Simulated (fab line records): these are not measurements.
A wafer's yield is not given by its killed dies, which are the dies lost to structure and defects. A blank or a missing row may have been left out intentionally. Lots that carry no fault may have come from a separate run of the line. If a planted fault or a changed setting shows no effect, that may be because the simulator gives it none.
fab line records	flow n5-finfet
[record] lots = 5	wafers = 15	last-day = 18
route steps=1938 shown BEOL_M4@1096 PASSIVATION@1936
lots untouched by any fault: they come from a run of this same line in which no faults occurred
start-h: hours from the record's first day to the start of the lot's first wafer shown	wait-h: time in hours since the lot's previous step	" as in the row above	L1.1+2: several wafers, shown together as one row	- either no value or no given start	* or withheld: withheld	< > ~ a bound
route shown NAME@n: NAME is a module with steps in the file, n the number in the route of the first one	usual: average and standard deviation across the fault-free wafers	same: alike in all rows	chamber/n: place in a boat	sites: the reading at each site	_std_site: how widely they spread, as a standard deviation	_edge_site: mean of outer sites minus mean of inner sites	radius-mm: how far each site lies from the wafer's centre	mask NAME#n: copy n	behind: the last tool/chamber to shape the wafer	hold: the reason the lot was held/the length of the hold in hours/how it ended	device: the transistor (n, p or np) that didn't switch	end of line: at the end of the route, the tests of the same wafers	for a step that has no rows: nothing shown but its recipe	killed: not the wafer's yield, but the dies lost to structure and defects at the first sort	map: dies across one wafer; x = killed, . = not, _ = none there
set.NAME: the setting as run; set.NAME@STEP: as run at that earlier step	model.NAME: the simulator's own value behind a step, which no gauge read
lots at selected steps of the route; one table per step, one row per wafer
services: when a tool's chamber went out of use (start-h, in hours from the record's first day, below 0 if earlier), for how many hours, and the reason
[[steps]]
[step N5_BEOL_M4_SPUTTER_92]
[recipe] material = Cu	target-thk-a = 45	temp-c = -20	chamber-pressure-pa = 0.07	power-w = withheld	time-s = 8.29
[step N5_BEOL_M4_ANNEAL_93]
[recipe] temp-c = 400	time-s = 240	ambient = vacuum
[step N5_BEOL_M4_SPUTTER_94]
[recipe] material = Cu	target-thk-a = 45	temp-c = -20	chamber-pressure-pa = 0.07	power-w = withheld	time-s = 8.29
[step N5_BEOL_M4_ANNEAL_95]
[recipe] temp-c = 400	time-s = 240	ambient = vacuum
[usual] heater-power-w = 871/150
lot.wafer	tool	chamber	start-h	wait-h	heater-power-w
L566.4	pvd-sputter-03	-	167.88	0.0	810
L566.5	"	-	"	"	1189
L566.6	"	-	"	"	758
L568.1	pvd-sputter-03	-	184.50	0.0	785
L568.2	"	-	"	"	1129
L568.5	"	-	"	"	830
L574.2	pvd-sputter-01	-	211.00	0.0	861
L574.3	"	-	"	"	734
L574.6	"	-	"	"	728
L587.1	pvd-sputter-03	-	291.59	0.0	686
L587.3	"	-	"	"	1226
L587.6	"	-	"	"	1175
L589.1	pvd-sputter-03	-	310.57	0.0	768
L589.2	"	-	"	"	832
L589.3	"	-	"	"	685
[step N5_BEOL_M4_SPUTTER_96]
[recipe] material = Cu	target-thk-a = 45	temp-c = -20	chamber-pressure-pa = 0.07	power-w = withheld	time-s = 8.29
[usual] chuck-gas-flow-sccm = 1.26/0.057	throttle-valve-pct = 29.7/1
lot.wafer	tool	chamber	start-h	wait-h	chuck-gas-flow-sccm	throttle-valve-pct
L566.4	pvd-sputter-03	-	168.02	0.1	1.33	29.8
L566.5	"	-	"	"	1.30	28.0
L566.6	"	-	"	"	1.30	29.5
L568.1	pvd-sputter-03	-	184.64	0.1	1.20	29.2
L568.2	"	-	"	"	1.20	28.1
L568.5	"	-	"	"	1.33	29.8
L574.2	pvd-sputter-01	-	211.14	0.1	1.23	28.8
L574.3	"	-	"	"	1.11	30.4
L574.6	"	-	"	"	1.19	30.4
L587.1	pvd-sputter-03	-	291.73	0.1	1.28	31.0
L587.3	"	-	"	"	1.22	28.1
L587.6	"	-	"	"	1.25	28.0
L589.1	pvd-sputter-03	-	310.71	0.1	1.27	29.3
L589.2	"	-	"	"	1.18	29.7
L589.3	"	-	"	"	1.29	31.3
[step N5_BEOL_M4_ECD_50]
[recipe] material = Cu	target-thk-a = 3000
[step N5_BEOL_M4_ANNEAL_51]
[recipe] temp-c = 225	time-s = 90	ambient = N2
[step N5_BEOL_M4_CMP_52]
[recipe] stop-on = SiOC	t-overpolish-s = 6.8	down-force-psi = 1	platen-rpm = 50	clearing-platen-down-force-psi = 1.5	clearing-platen-rpm = 50	post-cmp-clean = cu-alkaline	target-thk-nm = 40	clearing-platen-pad-velocity-m-s = 0.99484	pad-velocity-m-s = 0.99484
[usual] barrier-field-endpoint-s = 24.8/0.63	motor-current-A = 6.0/0.72	overpolish-run-s = 6.800/0.0089	time-to-endpoint-s = 63/3.5
[same] t-overpolish-s = 6.8
lot.wafer	tool	chamber	start-h	wait-h	barrier-field-endpoint-s	motor-current-A	overpolish-run-s	time-to-endpoint-s
L566.4	cmp-04	2	168.87	0.4	25.0	5.2	6.782	62
L566.6	"	2	"	"	24.8	5.2	6.803	62
L566.5	"	3	"	"	24.7	5.5	6.803	63
L568.1	cmp-04	3	185.13	0.3	24.2	5.5	6.806	64
L568.2	"	0	"	"	24.8	5.2	6.803	66
L568.5	"	3	"	"	25.0	5.4	6.797	65
L574.2	cmp-01	1	211.67	0.2	25.8	5.7	6.807	67
L574.3	"	2	"	"	25.0	5.7	6.812	62
L574.6	"	0	"	"	24.2	4.8	6.800	64
L587.1	cmp-01	3	292.22	0.3	25.1	6.6	6.790	63
L587.3	"	2	"	"	23.7	5.7	6.808	59
L587.6	"	0	"	"	24.0	5.1	6.779	57
L589.3	cmp-01	2	311.30	0.2	24.9	5.7	6.816	61
L589.2	"	3	"	"	25.2	6.2	6.815	65
L589.1	"	0	"	"	23.6	5.2	6.813	57
[step N5_BEOL_M4_THK_MEAS_53]
[recipe] thk-meas-gauge = xrf	reads = Cu_of_BEOL_M4_ECD_50
[usual] M4_THK = 39.1/1.3
lot.wafer	tool	chamber	start-h	wait-h	M4_THK[nm]
L566.4	film-metro-02	-	169.16	-	40.8
L566.5	"	-	"	"	39.7
L566.6	"	-	"	"	39.5
L568.1	film-metro-02	-	185.42	-	38.4
L568.2	"	-	"	"	38.0
L568.5	"	-	"	"	37.9
L574.2	film-metro-01	-	211.93	-	42.2
L574.3	"	-	"	"	41.2
L574.6	"	-	"	"	39.7
L587.1	film-metro-02	-	292.52	-	39.3
L587.3	"	-	"	"	38.1
L587.6	"	-	"	"	38.3
L589.1	film-metro-01	-	311.56	-	36.7
L589.2	"	-	"	"	39.3
L589.3	"	-	"	"	37.6
[step N5_BEOL_M4_PRE_CLEAN_60]
[recipe] gas = NH3/H2	time-s = 15	temp-c = *	rf-power-w = 300
[usual] heater-power-w = 84/28
lot.wafer	tool	chamber	start-h	wait-h	heater-power-w
L566.4	cvd-co-01	1	169.26	0.1	58
L566.5	"	2	"	"	57
L566.6	"	0	"	"	134
L568.1	cvd-co-01	1	185.46	0.0	61
L568.2	"	0	"	"	136
L568.5	"	2	"	"	56
L574.2	cvd-co-02	0	211.97	0.0	100
L574.3	"	2	"	"	70
L574.6	"	0	"	"	100
L587.1	cvd-co-01	0	292.76	0.2	135
L587.3	"	1	"	"	62
L587.6	"	2	"	"	59
L589.1	cvd-co-01	2	311.59	0.0	59
L589.2	"	0	"	"	135
L589.3	"	1	"	"	62
[step N5_BEOL_M4_CO_CAP_55]
[recipe] material = Co	target-thk-a = 20	temp-c = 200	precursor = CCTBA/H2	pressure-torr = 30	time-s = 102.1
[usual] heater-power-w = 234/35
lot.wafer	tool	chamber	start-h	wait-h	heater-power-w
L566.4	cvd-co-01	1	169.32	0.0	208
L566.5	"	2	"	"	194
L566.6	"	0	"	"	305
L568.1	cvd-co-01	1	185.50	0.0	200
L568.2	"	0	"	"	297
L568.5	"	2	"	"	203
L574.2	cvd-co-02	0	212.01	0.0	253
L574.3	"	2	"	"	220
L574.6	"	0	"	"	257
L587.1	cvd-co-01	0	292.80	0.0	297
L587.3	"	1	"	"	214
L587.6	"	2	"	"	203
L589.1	cvd-co-01	2	311.63	0.0	200
L589.2	"	0	"	"	293
L589.3	"	1	"	"	206
[step N5_BEOL_M4_PRE_CLEAN_56]
[recipe] gas = NH3	time-s = 15	temp-c = withheld	rf-power-w = 300
[step N5_BEOL_M4_DEP_57]
[recipe] material = SiCN	target-thk-a = 80	temp-c = withheld	precursor = 3MS/NH3	pressure-torr = 3	rf-w = 202	time-s = 14
[usual] showerhead-plenum-p-Torr = 3.671/0.016	throttle-valve-pct = 9.0/0.44
lot.wafer	tool	chamber	start-h	wait-h	showerhead-plenum-p-Torr	throttle-valve-pct	model.SiCN_of_BEOL_M4_DEP_57.thk-nm
L566.4	pecvd-04	0	169.42	0.0	3.651	8.6	7.8
L566.5	"	2	"	"	3.669	7.9	7.8
L566.6	"	1	"	"	3.704	9.1	7.8
L568.1	pecvd-03	2	185.62	0.0	3.676	8.9	8
L568.2	"	1	"	"	3.655	9.4	7.8
L568.5	"	1	"	"	3.652	9.6	8
L574.2	pecvd-04	0	212.12	0.0	3.660	8.9	8
L574.3	"	1	"	"	3.696	9.0	7.8
L574.6	"	2	"	"	3.665	8.1	5.2
L587.1	pecvd-03	0	292.92	0.0	3.680	8.8	8
L587.3	"	2	"	"	3.666	8.9	8
L587.6	"	2	"	"	3.668	8.9	8
L589.1	pecvd-02	2	311.75	0.0	3.670	8.7	7.6
L589.2	"	1	"	"	3.688	9.0	7.8
L589.3	"	0	"	"	3.669	9.7	8
[step N5_BEOL_M4_RS_MEAS_58]
[recipe] thk-meas-gauge = four-point-probe	reads = Co_of_BEOL_M4_CO_CAP_55+Cu_of_BEOL_M4_ECD_50+Co_of_BEOL_M4_CVD_47+TaN_of_BEOL_M4_ALD_84
[usual] M4_RS = 0.678/0.028
lot.wafer	tool	chamber	start-h	wait-h	M4_RS[ohm/sq]
L566.4	film-metro-02	-	169.47	0.0	0.645
L566.5	"	-	"	"	0.664
L566.6	"	-	"	"	0.665
L568.1	film-metro-02	-	185.68	0.0	0.685
L568.2	"	-	"	"	0.698
L568.5	"	-	"	"	0.695
L574.2	film-metro-01	-	212.19	0.1	0.615
L574.3	"	-	"	"	0.636
L574.6	"	-	"	"	0.669
L587.1	film-metro-01	-	292.98	0.0	0.671
L587.3	"	-	"	"	0.693
L587.6	"	-	"	"	0.695
L589.1	film-metro-01	-	311.82	0.0	0.743
L589.2	"	-	"	"	0.679
L589.3	"	-	"	"	0.716
[step N5_BEOL_M4_RC_MEAS_101]
[usual] DIBL_N = 36.9/1.7	DIBL_P = 36.7/2.1	IOFF_N = 0.17/0.032	IOFF_P = 0.22/0.036	ION_N = 674/12	ION_P = 461/7	SS_N = 71.7/0.6	SS_P = 73.4/0.67	VT_N = 249/3.1	VT_P = -250/3.2
lot.wafer	tool	chamber	start-h	wait-h	DIBL_N[mV/V]	DIBL_P[mV/V]	IOFF_N[nA/um]	IOFF_P[nA/um]	ION_N[uA/um]	ION_P[uA/um]	SS_N[mV/dec]	SS_P[mV/dec]	VT_N[mV]	VT_P[mV]
L566.4	prober-01	0	169.98	0.5	34.7	33.9	0.12	0.16	660	450	71.9	72.5	257	-253
L566.5	"	0	"	"	36.5	35.9	0.15	0.18	666	452	71.3	73.2	252	-253
L566.6	"	0	"	"	36.2	36.0	0.15	0.19	679	462	71.5	73.2	249	-253
L568.1	prober-02	0	185.74	0.0	37.0	35.6	0.16	0.17	667	455	71.3	73.3	250	-253
L568.2	"	0	"	"	37.5	35.7	0.17	0.17	677	452	71.7	73.2	251	-257
L568.5	"	0	"	"	36.3	35.5	0.15	0.16	672	453	71.6	73.3	254	-258
L574.2	prober-01	0	212.40	0.2	37.4	34.8	0.16	0.19	681	459	71.8	73.3	248	-255
L574.3	"	0	"	"	39.1	36.3	0.20	0.21	665	450	72.1	72.6	245	-253
L574.6	"	0	"	"	39.6	37.8	0.21	0.24	694	464	71.9	73.6	245	-252
L587.1	prober-02	0	293.04	0.0	33.9	32.4	0.11	0.16	653	450	71.3	72.7	255	-253
L587.3	"	0	"	"	34.6	33.8	0.13	0.19	654	453	72.4	73.2	253	-251
L587.6	"	0	"	"	34.1	33.3	0.13	0.17	659	451	70.8	72.8	255	-250
L589.1	prober-01	0	311.87	0.0	38.3	38.6	0.16	0.23	664	460	71.9	73.7	253	-250
L589.2	"	0	"	"	39.1	38.7	0.19	0.25	687	477	72.6	73.6	248	-248
L589.3	"	0	"	"	38.0	37.7	0.15	0.22	659	457	71.8	73.3	252	-251
[step N5_PASSIVATION_PROBE_49]
[usual] defect-limited-yield = 91.7/1.5	killed_at_M0_to_M3 = 32/9.6	killed_at_M4_up = 13/5.3	killed-at-contacts = 12/6.8	killed-at-front-end = 36/9.8	killed-at-other = 4/3.1	killed-dies = 98/17	killed-open = 65/13	killed-short = 32/8.5	sort_bin_5_function = 4.9/0.93	sort_bin_6_memory = 3.2/0.67	sort-n-pass = 1082/17	sort-yield-pct = 91.7/1.4
[same] gross-dies = 1180	killed-at-back-side = 0	sort_bin_4_leakage[%] = 0	sort_bin_8_speed[%] = 0
lot.wafer	tool	chamber	start-h	wait-h	defect-limited-yield[%]	killed_at_M0_to_M3	killed_at_M4_up	killed-at-contacts	killed-at-front-end	killed-at-other	killed-dies	killed-open	killed-short	sort_bin_5_function[%]	sort_bin_6_memory[%]	sort-n-pass	sort-yield-pct[%]
L574.2	prober-02	-	309.93	0.1	88.5	44	12	39	40	1	136	102	33	7.2	4.2	1044	88.5
L574.3	prober-02	-	309.98	0.1	91.1	37	17	16	31	4	105	72	32	5.0	3.6	1075	91.1
L574.6	prober-02	-	310.13	0.3	90.6	32	20	21	35	3	111	78	33	6.1	3.1	1069	90.6
// killed by level:class
L574.2 MOL_CONTACT_COAG:geometric-particle:open=32 BEOL_M2:geometric-particle:open=12 BEOL_M0_SAQP:geometric-particle:open=10 FIN_SAQP:geometric-particle:short=9 BEOL_M0_SAQP:geometric-particle:short=8 FIN_SAQP:geometric-particle:open=7 STI_FIN_REVEAL:geometric-particle:open=7 MOL_CONTACT_COAG:geometric-particle:short=7
L574.3 MOL_CONTACT_COAG:geometric-particle:open=14 BEOL_M2:geometric-particle:open=11 BEOL_M0:geometric-particle:open=8 DUMMY_GATE:geometric-particle:open=7 BEOL_M0_SAQP:geometric-particle:short=7 STI_FIN_REVEAL:geometric-particle:open=5 BEOL_M3:geometric-particle:open=4 BEOL_M4:geometric-particle:open=4
L574.6 MOL_CONTACT_COAG:geometric-particle:open=17 STI_FIN_REVEAL:geometric-particle:open=16 BEOL_M4:geometric-particle:open=9 BEOL_M0_SAQP:geometric-particle:short=6 BEOL_M1:geometric-particle:open=6 STARTING-WAFER:geometric-particle:open=6 MOL_CONTACT_COAG:geometric-particle:short=4 BEOL_M2:geometric-particle:open=4
[[services]]
tool	chamber	start-h	hours	kind
cmp-01	-	144.90	0.5	repair
pvd-sputter-03	-	150.18	7.7	repair
cmp-01	-	159.29	16.0	pm
pecvd-03	2	164.62	5.5	scheduled-down
cmp-01	-	183.14	2.1	repair
cmp-04	-	203.67	4.3	repair
pecvd-03	2	211.82	5.0	scheduled-down
cmp-01	-	258.90	4.0	pm
cmp-04	-	259.58	2.5	repair
cmp-01	-	262.90	-	consumable-replace:conditioner
cmp-01	-	262.90	-	consumable-replace:pad
pecvd-03	0	271.09	16.5	scheduled-down
cmp-01	-	272.01	6.9	pm
pecvd-02	0	294.23	2.1	scheduled-down
[[key]]
first-sign none at tools or gauges
[model-effect] step = N5_BEOL_M4_DEP_57	value = SiCN_of_BEOL_M4_DEP_57.thk-nm	without = 8	struck = 5.2
met-at N5_BEOL_M4_DEP_57
struck-wafers L574.6
onset-between 169.42 212.12
[fault] kind = process-parameter-drift	tool = pecvd-04	chamber = -	onset-h = 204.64	steps = N5_BEOL_M4_DEP_57	channel = time-s	offset = *	shape = step	end-h = 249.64	scope = struck-wafers-only	acts-in = *	stated = *
